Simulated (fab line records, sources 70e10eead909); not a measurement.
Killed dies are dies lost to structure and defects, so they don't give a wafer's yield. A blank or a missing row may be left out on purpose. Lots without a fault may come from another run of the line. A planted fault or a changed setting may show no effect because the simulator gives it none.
fab line records | flow nand_harc
record lots=12 wafers=36 last_day=24
route steps=1159 shown A_CONTACT@843 END@1159
lots that met no fault: from a run of the same line without faults
start_h: hours from the record's first day to the start of the lot's first wafer shown | wait_h: hours since the lot's step before | " the same as in the row above | L1.1+2: a row that stands for several wafers | - no value, or no start given | * or withheld: withheld | < > ~ a bound
route shown NAME@n: a module of which the file shows steps, and the number in the route of the first | usual: mean/standard deviation of fault-free wafers | same: alike in all rows | chamber/n: place in a boat | sites: the reading at each site | _std_site: their standard deviation | _edge_site: outer sites' mean less inner sites' | radius_mm: how far each site lies from the wafer's centre | mask NAME#n: copy n | behind: the tool/chamber that last shaped the wafer | hold: why the lot was held/for how many hours/how that ended | device: the transistor (n, p or np) that didn't switch | end of line: the same wafers' tests at the end of the route | a step without rows: its recipe alone | killed: dies lost to structure and defects at the first sort, not the wafer's yield | map: a wafer's dies, x killed, . not, _ none there
set.NAME: the setting as run; set.NAME@STEP: as run at that earlier step | model.NAME: the simulator's own value behind a step, which no gauge read
steps of the route over a sample of lots; a table a step, a row a wafer
services: from which hour (start_h, from the record's first day; less than 0 if before it) a tool's chamber was out of use, for how many hours, and why
## steps
# step NHARC_A_CONTACT_DEP_29
# recipe target_thk_a=700 target_thk_nm=70 temp_c=400 pressure_torr=3.5 flow_sccm=200 rf_w=350 material=SiON
# usual heater_power_outer_w=440/70 heater_power_w=763/110
# columns lot.wafer tool chamber start_h wait_h heater_power_outer_w heater_power_w
L394.4 pecvd-04 2 358.57 0.9 422 721
L394.5 " 2 " " 417 725
L394.6 " 1 " " 378 642
L399.1 pecvd-03 0 382.94 1.9 419 726
L399.3 " 1 " " 486 862
L399.6 " 2 " " 412 705
L400.2 pecvd-01 1 383.14 1.5 338 633
L400.3 " 2 " " 427 724
L400.6 " 0 " " 443 770
L398.2 pecvd-01 0 388.42 1.5 519 907
L398.3 " 1 " " 363 650
L398.4 " 2 " " 358 639
L403.1 pecvd-04 1 419.50 1.9 451 730
L403.2 " 2 " " 441 747
L403.5 " 1 " " 465 745
L402.1 pecvd-04 1 419.68 2.0 410 680
L402.6 " 2 " " 446 817
L402.5 " 0 " " 555 1027
L406.1 pecvd-01 1 431.20 1.8 392 694
L406.2 " 0 " " 498 842
L406.4 " 1 " " 387 702
L408.2 pecvd-01 1 439.54 1.5 340 634
L408.5 " 1 " " 344 643
L408.4 " 0 " " 586 966
L409.1 pecvd-01 1 459.11 1.9 375 688
L409.4 " 0 " " 469 753
L409.5 " 1 " " 370 683
L414.3 pecvd-04 1 496.85 1.1 394 648
L414.2 " 2 " " 469 796
L414.4 " 2 " " 472 804
L416.2 pecvd-03 0 507.68 1.5 467 771
L416.5 " 1 " " 501 902
L416.6 " 2 " " 495 817
L417.3 pecvd-04 2 509.81 1.1 504 853
L417.1 " 0 " " 475 887
L417.5 " 1 " " 428 711
# step NHARC_A_CONTACT_CD_MEAS_42
# recipe target_cd_nm=200 landing_energy_ev=500
# usual cd_nm=200.0/0.45
# columns lot.wafer tool chamber start_h wait_h cd_nm
L394.4 cd_sem-03 0 359.30 - 200.0
L394.5 " 0 " " 199.9
L394.6 " 0 " " 199.5
L399.1 cd_sem-02 0 383.50 - 199.7
L399.3 " 0 " " 199.4
L399.6 " 0 " " 199.4
L400.2 cd_sem-02 0 383.86 - 199.6
L400.3 " 0 " " 199.3
L400.6 " 0 " " 199.1
L398.2 cd_sem-03 0 388.99 - 200.2
L398.3 " 0 " " 199.9
L398.4 " 0 " " 200.4
L403.1 cd_sem-01 0 420.23 - 199.8
L403.2 " 0 " " 199.7
L403.5 " 0 " " 200.0
L402.1 cd_sem-02 0 420.40 - 201.1
L402.5 " 0 " " 200.2
L402.6 " 0 " " 200.8
L406.1 cd_sem-02 0 431.93 - 199.5
L406.2 " 0 " " 199.5
L406.4 " 0 " " 199.9
L408.2 cd_sem-03 0 440.26 - 199.6
L408.4 " 0 " " 199.6
L408.5 " 0 " " 200.1
L409.1 cd_sem-02 0 459.77 - 200.3
L409.4 " 0 " " 200.1
L409.5 " 0 " " 200.0
L414.2 cd_sem-02 0 497.54 - 199.8
L414.3 " 0 " " 200.0
L414.4 " 0 " " 199.7
L416.2 cd_sem-01 0 508.22 - 200.2
L416.5 " 0 " " 200.1
L416.6 " 0 " " 200.6
L417.1 cd_sem-01 0 510.50 - 200.1
L417.3 " 0 " " 200.2
L417.5 " 0 " " 200.6
# step NHARC_A_CONTACT_INSPECT_44
# usual raw_defect_count=27/15
# columns lot.wafer tool chamber start_h wait_h raw_defect_count
L394.4 defect_inspect-02 - 359.42 0.0 32
L394.5 " - " " 31
L394.6 " - " " 26
L399.1 defect_inspect-01 - 383.63 0.0 33
L399.3 " - " " 27
L399.6 " - " " 18
L400.2 defect_inspect-02 - 383.99 0.0 17
L400.3 " - " " 17
L400.6 " - " " 12
L398.2 defect_inspect-02 - 389.12 0.0 4
L398.3 " - " " 10
L398.4 " - " " 6
L403.1 defect_inspect-01 - 420.35 0.0 7
L403.2 " - " " 13
L403.5 " - " " 7
L402.1 defect_inspect-02 - 420.53 0.0 35
L402.5 " - " " 37
L402.6 " - " " 41
L406.1 defect_inspect-02 - 432.07 0.0 29
L406.2 " - " " 27
L406.4 " - " " 28
L408.2 defect_inspect-01 - 440.38 0.0 55
L408.4 " - " " 1348
L408.5 " - " " 53
L409.1 defect_inspect-01 - 459.91 0.0 30
L409.4 " - " " 1250
L409.5 " - " " 34
L414.2 defect_inspect-01 - 497.67 0.0 59
L414.3 " - " " 54
L414.4 " - " " 65
L416.2 defect_inspect-01 - 508.34 0.0 31
L416.5 " - " " 42
L416.6 " - " " 43
L417.1 defect_inspect-01 - 510.63 0.0 49
L417.3 " - " " 40
L417.5 " - " " 37
# step NHARC_A_CONTACT_ETCH_49
# recipe target_depth_a=2600 over_etch_frac=0.3 time_s=475.3 ion_energy_ev=200 n2_flow_sccm=150 h2_flow_sccm=150 ar_flow_sccm=0 rf_w=400 bias_w=150 chemistry=N2/H2
# usual drypump_motor_current_A=5.78/0.28 h2_flow_sccm=150.0/0.44 oes_product_au=1.000/0.0072 rf_vpp_V=431.8/2.5 showerhead_plenum_p_Torr=2.08/0.088 throttle_valve_pct=14.172/0.0096
# columns lot.wafer tool chamber start_h wait_h drypump_motor_current_A h2_flow_sccm oes_product_au rf_hours_counter_h rf_vpp_V showerhead_plenum_p_Torr throttle_valve_pct
L394.4 rie_diel-03 1 - - 5.78 150.4 0.999 53 433.4 2.18 14.169
L394.5 " 1 " " 5.78 149.6 0.992 - 434.5 2.18 14.181
L394.6 " 2 " " 5.75 150.4 1.001 - 431.3 2.07 14.167
L399.1 rie_diel-10 2 - - 6.03 149.1 1.002 4 433.1 2.11 14.181
L399.3 " 0 " " 5.29 150.0 1.005 4 433.3 2.15 14.177
L399.6 " 2 " " 6.01 149.9 1.011 - 432.5 2.11 14.180
L400.2 rie_diel-03 2 - - 5.75 149.9 0.993 60 430.3 2.07 14.177
L400.3 " 0 " " 5.50 150.2 0.989 63 432.0 2.07 14.178
L400.6 " 2 " " 5.75 150.0 1.004 - 432.4 2.07 14.159
L398.2 rie_diel-10 0 - - 5.32 149.8 1.001 6 433.7 2.15 14.166
L398.4 " 2 " " 6.07 149.5 1.005 7 433.2 2.10 14.166
L398.3 " 3 " " 5.89 150.1 0.998 6 434.3 2.17 14.171
L403.1 rie_diel-03 1 - - 5.77 149.8 0.991 4 434.0 2.17 14.160
L403.2 " 3 " " 6.06 150.8 1.001 6 432.0 2.08 14.177
L403.5 " 1 " " 5.75 149.6 0.999 - 433.3 2.17 14.172
L402.1 rie_diel-07 2 - - 6.04 150.0 1.003 1 426.5 1.92 14.166
L402.5 " 3 " " 5.71 150.5 0.999 - 431.4 2.08 14.178
L402.6 " 0 " " 6.29 150.7 0.988 - 434.7 2.20 14.164
L406.4 rie_diel-07 2 - - 6.05 150.3 1.004 7 428.4 1.92 14.173
L406.1 " 0 " " 6.30 149.9 0.979 6 434.9 2.19 14.188
L406.2 " 1 " " 5.57 150.2 0.998 6 427.2 1.89 14.177
L408.4 rie_diel-10 0 - - 5.32 151.1 0.985 17 433.8 2.15 14.171
L408.2 " 1 " " 5.64 149.7 0.995 18 429.8 2.02 14.163
L408.5 " 3 " " 5.89 150.7 0.995 - 432.9 2.17 14.173
L409.4 rie_diel-10 3 - - 5.88 149.4 1.000 20 432.4 2.17 14.156
L409.1 " 0 " " 5.32 149.7 1.001 21 432.9 2.15 14.171
L409.5 " 2 " " 6.07 150.0 1.010 - 432.3 2.10 14.171
L414.2 rie_diel-10 1 - - 5.64 150.7 1.009 29 430.1 2.02 14.178
L414.3 " 3 " " 5.87 149.5 1.002 26 434.8 2.17 14.151
L414.4 " 3 " " 5.90 149.6 0.998 - 433.6 2.17 14.165
L416.2 rie_diel-07 1 - - 5.61 149.4 1.000 30 426.8 1.89 14.160
L416.6 " 2 " " 6.03 149.8 0.990 - 426.6 1.91 14.178
L416.5 " 3 " " 5.69 149.8 1.004 - 432.8 2.07 14.182
L417.3 rie_diel-10 0 - - 5.31 150.0 1.000 30 434.0 2.15 14.182
L417.1 " 1 " " 5.63 149.4 1.002 33 430.7 2.02 14.170
L417.5 " 2 " " 6.08 150.5 1.008 - 433.6 2.10 14.185
# step NHARC_A_CONTACT_ETCH_111
# recipe source_w=withheld pressure_mtorr=20 bias_v=withheld time_s=140 target_depth_a=7000 ar_flow_sccm=withheld c4f8_flow_sccm=withheld o2_flow_sccm=withheld chemistry=C4F8/O2/Ar
# columns lot.wafer tool chamber start_h wait_h rf_hours_counter_h
L394.4 har_cap_etch-03 0 362.56 - -
L394.6 " 1 " " -
L394.5 " 0 " " -
L399.1 har_cap_etch-02 1 385.18 - 11
L399.3 " 1 " " -
L399.6 " 0 " " -
L400.2 har_cap_etch-03 1 385.41 - 86
L400.3 " 0 " " -
L400.6 " 1 " " -
L398.2 har_cap_etch-01 1 390.66 - 61
L398.3 " 0 " " -
L398.4 " 1 " " -
L402.1 har_cap_etch-03 1 421.88 - 92
L402.6 " 0 " " -
L402.5 " 1 " " -
L403.1 har_cap_etch-02 1 421.94 - 17
L403.2 " 0 " " 17
L403.5 " 0 " " -
L406.1 har_cap_etch-03 1 433.42 - 95
L406.2 " 0 " " 95
L406.4 " 0 " " -
L408.2 har_cap_etch-03 1 441.71 - 97
L408.4 " 1 " " -
L408.5 " 1 " " -
L409.1 har_cap_etch-03 1 461.69 - 101
L409.4 " 0 " " -
L409.5 " 1 " " -
L414.2 har_cap_etch-01 0 499.23 - 77
L414.3 " 0 " " -
L414.4 " 1 " " -
L416.2 har_cap_etch-02 0 509.97 - 31
L416.5 " 1 " " -
L416.6 " 0 " " -
L417.1 har_cap_etch-01 0 511.98 - 79
L417.3 " 0 " " -
L417.5 " 0 " " -
# step NHARC_END_SORT_01
# recipe temp_c=25
# usual killed_at_array=28/12 killed_at_other=0.8/1.1 killed_at_periphery=3.6/2.3 killed_dies=32/12 killed_open=3.4/1.9 killed_short=2.0/1.3
# same gross_dies=677
# columns lot.wafer tool chamber start_h wait_h killed_at_array killed_at_other killed_at_periphery killed_dies killed_open killed_short
L408.2 prober-01 0 504.83 2.8 49 0 8 57 7 2
L408.4 prober-01 0 506.45 3.4 107 0 4 111 4 1
L408.5 prober-01 0 507.25 3.7 62 0 9 71 8 5
L406.1 prober-02 0 511.85 2.5 18 0 6 24 0 1
L406.2 prober-02 0 512.65 2.8 25 5 3 33 2 1
L406.4 prober-02 0 514.25 3.4 22 2 8 32 5 3
L409.1 prober-01 0 536.23 2.5 31 0 0 31 7 4
L409.4 prober-01 0 538.64 3.4 84 0 2 86 5 1
L409.5 prober-01 0 539.45 3.7 23 0 4 27 2 3
# killed by level:class
L408.2 A_CHANNEL_HOLE_D1:chamber_film_flake=21 A_SLIT:chamber_film_flake=10 A_CONTACT:chamber_film_flake=5 P_M1:chamber_film_flake=3 A_BLC:geometric_particle:open=2 P_GATE:chamber_film_flake=2 A_CHANNEL_FILL_D1:chamber_film_flake=2 A_STAIRCASE:chamber_film_flake=2
L408.4 A_CONTACT:unspecified=53 A_SLIT:chamber_film_flake=18 A_CHANNEL_HOLE_D1:chamber_film_flake=18 A_CONTACT:chamber_film_flake=7 A_STAIRCASE:chamber_film_flake=6 P_M1:chamber_film_flake=2 P_M0:geometric_particle:open=1 P_M1:geometric_particle:open=1
L408.5 A_CHANNEL_HOLE_D1:chamber_film_flake=17 A_SLIT:chamber_film_flake=17 A_CONTACT:chamber_film_flake=9 P_M1:chamber_film_flake=4 A_WL_FILL:chamber_film_flake=4 A_WL_FILL:geometric_particle:open=3 A_STAIRCASE:chamber_film_flake=3 P_M0:geometric_particle:short=1
L406.1 A_CHANNEL_HOLE_D1:chamber_film_flake=13 P_GATE:chamber_film_flake=3 P_M1:chamber_film_flake=2 A_CONTACT:chamber_film_flake=2 A_WL_FILL:geometric_particle:short=1 P_BONDPAD:chamber_film_flake=1 A_STAIRCASE:chamber_film_flake=1 A_M1:chamber_film_flake=1
L406.2 A_CHANNEL_HOLE_D1:chamber_film_flake=16 THIN_TSV:chamber_film_flake=5 A_STAIRCASE:chamber_film_flake=2 A_CONTACT:chamber_film_flake=2 A_SOURCE_PLATE:geometric_particle:short=1 A_M1:geometric_particle:open=1 A_BONDPAD:geometric_particle:open=1 P_ZERO_WELL:chamber_film_flake=1
L406.4 A_CHANNEL_HOLE_D1:chamber_film_flake=13 P_CONTACT:geometric_particle:open=3 P_M1:chamber_film_flake=2 A_STAIRCASE:chamber_film_flake=2 A_CONTACT:chamber_film_flake=2 THIN_TSV:chamber_film_flake=2 P_CONTACT:geometric_particle:short=1 A_CHANNEL_HOLE_D1:geometric_particle:open=1
L409.1 A_CHANNEL_HOLE_D1:chamber_film_flake=13 A_ONON_D1:geometric_particle:open=3 A_CONTACT:chamber_film_flake=3 A_ONON_D1:geometric_particle:short=2 A_WL_FILL:geometric_particle:short=2 A_STAIRCASE:chamber_film_flake=2 A_WL_FILL:chamber_film_flake=2 A_SOURCE_PLATE:geometric_particle:open=1
L409.4 A_CONTACT:unspecified=50 A_CHANNEL_HOLE_D1:chamber_film_flake=22 A_STAIRCASE:chamber_film_flake=4 A_CONTACT:chamber_film_flake=2 P_STI:geometric_particle:open=1 A_ONON_D1:geometric_particle:open=1 A_CHANNEL_FILL_D1:geometric_particle:open=1 A_SGD_CUT:geometric_particle:short=1
L409.5 A_CHANNEL_HOLE_D1:chamber_film_flake=15 A_STAIRCASE:chamber_film_flake=3 P_STI:chamber_film_flake=2 P_CONTACT:geometric_particle:short=1 A_ONON_D1:geometric_particle:short=1 A_ONON_D1:geometric_particle:open=1 A_SGD_CUT:geometric_particle:short=1 A_BLC:geometric_particle:open=1
## services
# columns tool chamber start_h hours kind
rie_diel-10 3 335.52 - consumable_replace:focus_ring
rie_diel-10 3 335.52 9.0 scheduled_down
rie_diel-10 3 335.52 9.0 vent_cycle
rie_diel-07 - 349.49 0.6 repair
rie_diel-10 - 353.58 9.0 pm
rie_diel-10 0 353.58 9.0 vent_cycle
rie_diel-10 1 353.58 9.0 vent_cycle
rie_diel-10 2 353.58 9.0 vent_cycle
rie_diel-10 3 353.58 9.0 vent_cycle
pecvd-04 0 354.95 16.5 repair
rie_diel-10 0 362.58 - clean
rie_diel-10 1 362.58 - clean
rie_diel-10 2 362.58 - clean
rie_diel-07 2 373.39 6.5 repair
pecvd-04 - 376.22 13.0 pm
rie_diel-03 - 392.30 9.0 pm
rie_diel-07 - 405.37 9.0 pm
pecvd-01 - 418.05 13.0 pm
rie_diel-03 0 424.32 3.2 repair
rie_diel-07 3 433.76 4.1 repair
rie_diel-03 3 446.94 8.8 repair
rie_diel-07 3 473.35 6.6 repair
pecvd-03 - 473.39 13.0 pm
rie_diel-10 2 490.97 14.2 repair
## key
first_sign step=NHARC_A_CONTACT_INSPECT_44 reading=raw_defect_count direction=up sigmas=86 usual=27 struck=1299
effect step=NHARC_END_SORT_01 reading=killed_at_array direction=up sigmas=5.8 usual=28 struck=96
more_kills_born_at NHARC_A_CONTACT_DEP_29@pecvd-01=103
met_at NHARC_A_CONTACT_DEP_29
struck_lots L408,L409
struck_wafers L408.4,L409.4
tester_left_out L408,L409
not_acting_at NHARC_A_CONTACT_CD_MEAS_42,NHARC_A_CONTACT_ETCH_49,NHARC_A_CONTACT_ETCH_111
onset_between 431.20 439.54
fault kind=chamber_particle_source tool=pecvd-01 chamber=0 onset_h=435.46 steps=NHARC_A_CONTACT_DEP_29 rate_per_visit_cm2=1.9648 end_h=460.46
# tester_left_out: of these lots the tester's yield and bins aren't shown, on N5 and GAA mostly nor the transistor test; their killed dies are dies lost to structure and defects alone, not to doping, threshold or leakage, so they don't give the yield
